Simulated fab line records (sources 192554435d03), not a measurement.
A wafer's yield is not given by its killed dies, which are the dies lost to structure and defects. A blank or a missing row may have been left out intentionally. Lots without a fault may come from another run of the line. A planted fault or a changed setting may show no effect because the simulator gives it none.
Split-lot trial	flow n5Finfet	7 lots, 21 wafers read, on a route of 1938 steps

== ABOUT THE SPLIT ==
At N5_BEOL_M10_TRENCH_ETCH_37 (etches SiCOH lowk in C4F6/O2, target depth 148.83 nm, time 48 s), the setting timeS was moved away from the recipe's 48 s on 6 of the 21 wafers read, by -19.4% to +12.1%. For the rest of the wafers, this setting stayed at what the recipe calls for.

== FROM THE SPLIT TO THE READING: what the file shows between them, 9 steps ==
- N5_BEOL_M10_ETCH_41: etches SiCN in CH3F/O2, target depth 42.6 nm, time 86 s
- N5_BEOL_M10_STRIP_77: strips in N2/H2, time 10 s
- N5_BEOL_M10_OCD_MEAS_38
- N5_BEOL_M10_SPUTTER_48: material Cu, target thk 12 nm, time 2 s (also split here: powerW)
- N5_BEOL_M10_ECD_50: material Cu, target thk 318 nm
- N5_BEOL_M10_ANNEAL_51: time 90 s
- N5_BEOL_M10_CMP_52: polishes, stops on SiCOH lowk, t overpolish 7 s, target thk 140 nm
- N5_BEOL_M10_PRE_CLEAN_55: time 15 s
- N5_BEOL_M10_DEP_56: deposits SiCN from 3MS/NH3, target thk 15 nm, time 26.5 s

== THE READING ==
M10_RS, in ohm/sq, at N5_BEOL_M10_RS_MEAS_57 (measures by four-point-probe). On this fab line, fault-free wafers typically give 0.152 ohm/sq with a standard deviation of 0.0042 ohm/sq.

wafer	tool, chamber at the split	timeS as run, s	against the recipe	M10_RS, ohm/sq	against lot-mates on the recipe
L074.2	rieDiel-02, 0	48	recipe	0.152	-
L074.4	rieDiel-02, 2	48	recipe	0.151	-
L074.6	rieDiel-02, 0	48	recipe	0.153	-
L075.2	rieDiel-01, 2	48	recipe	0.147	-
L075.4	rieDiel-01, 2	41.28	-14.0%	0.177	+0.030
L075.6	rieDiel-01, 1	41.28	-14.0%	0.175	+0.028
L082.3	rieDiel-06, 2	48	recipe	0.155	-
L082.4	rieDiel-06, 0	38.68	-19.4%	0.199	+0.045
L082.6	rieDiel-06, 2	48	recipe	0.153	-
L084.3	rieDiel-02, 1	52.31	+9.0%	0.145	-0.014
L084.4	rieDiel-02, 1	48	recipe	0.159	-
L084.6	rieDiel-02, 0	48	recipe	0.159	-
L086.1	rieDiel-01, 1	48	recipe	0.153	-
L086.2	rieDiel-01, 2	48	recipe	0.153	-
L086.6	rieDiel-01, 0	48	recipe	0.161	-
L095.1	rieDiel-01, 1	53.8	+12.1%	0.133	-0.014
L095.4	rieDiel-01, 3	48	recipe	0.147	-
L095.6	rieDiel-01, 2	53.8	+12.1%	0.134	-0.013
L093.1	rieDiel-02, 3	48	recipe	0.146	-
L093.2	rieDiel-02, 0	48	recipe	0.146	-
L093.4	rieDiel-02, 2	48	recipe	0.151	-

FIT RESULTS
A straight line over all 21 wafers: M10_RS changes by -0.00182 ohm/sq for each +1% of timeS; r = -0.94; the points scatter about the line by 0.0053 ohm/sq.
The same after taking each lot's own level away (the mean of its wafers on the recipe; 21 wafers): -0.00185 ohm/sq for each +1%; r = -0.97; scatter 0.0038 ohm/sq.
According to that fit, moving timeS by its largest amount changes the reading by 0.036 ohm/sq.
The span of the lots' own levels, 0.1470 to 0.1590 ohm/sq, comes to 2.9 times the standard deviation stated above.
The two slopes agree, so the slope changes little with the lot-to-lot level.
Check: with one of the wafers moved furthest among these (-19.4%) left out of the fit, the line predicts +0.0335 ohm/sq for it against its lot-mates. Against them it came out at +0.045 ohm/sq.

== OTHER SPLITS ON THESE WAFERS ==
Note: prior to the reading, these wafers also went through further splits. Each is held against what the fit with the lots' levels taken away leaves over:
other split on the same wafers	wafers away from the commonest value	r with M10_RS (lot level and that fit taken away)
N5_BEOL_M9_COAT_05 spinRpm	9	-0.50
N5_BEOL_M9_ETCH_61 sourceW	9	+0.09
N5_BEOL_M10_SPUTTER_48 powerW	8	+0.01

== THE WHOLE CHAIN: every reading that the file lists as answering this split, in the file's order ==
step	what it does	reading	change (the file's fit)	r (the file's)
N5_BEOL_M10_TRENCH_ETCH_37	etches SiCOH lowk in C4F6/O2, target depth 148.83 nm, time 48 s	etch.depthNm (the simulator's own value, which no gauge read)	+1.37 nm for each +1% of the setting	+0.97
N5_BEOL_M10_TRENCH_ETCH_37	etches SiCOH lowk in C4F6/O2, target depth 148.83 nm, time 48 s	BEOL_M10.featureDepthNm (the simulator's own value, which no gauge read)	+1.37 nm for each +1% of the setting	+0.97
N5_BEOL_M10_OCD_MEAS_38		trenchDepthNm	+1.38 nm for each +1% of the setting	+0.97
N5_BEOL_M10_CMP_52	polishes, stops on SiCOH lowk, t overpolish 7 s, target thk 140 nm	Cu_of_BEOL_M10_ECD_50.thkNm (the simulator's own value, which no gauge read)	+1.5 nm for each +1% of the setting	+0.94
N5_BEOL_M10_RS_MEAS_57	measures by four-point-probe	M10_RS	-0.00196 for each +1% of the setting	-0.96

== FILE'S OWN FIT ==
M10_RS changes by -0.00196 ohm/sq for each +1% of timeS, r = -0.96.
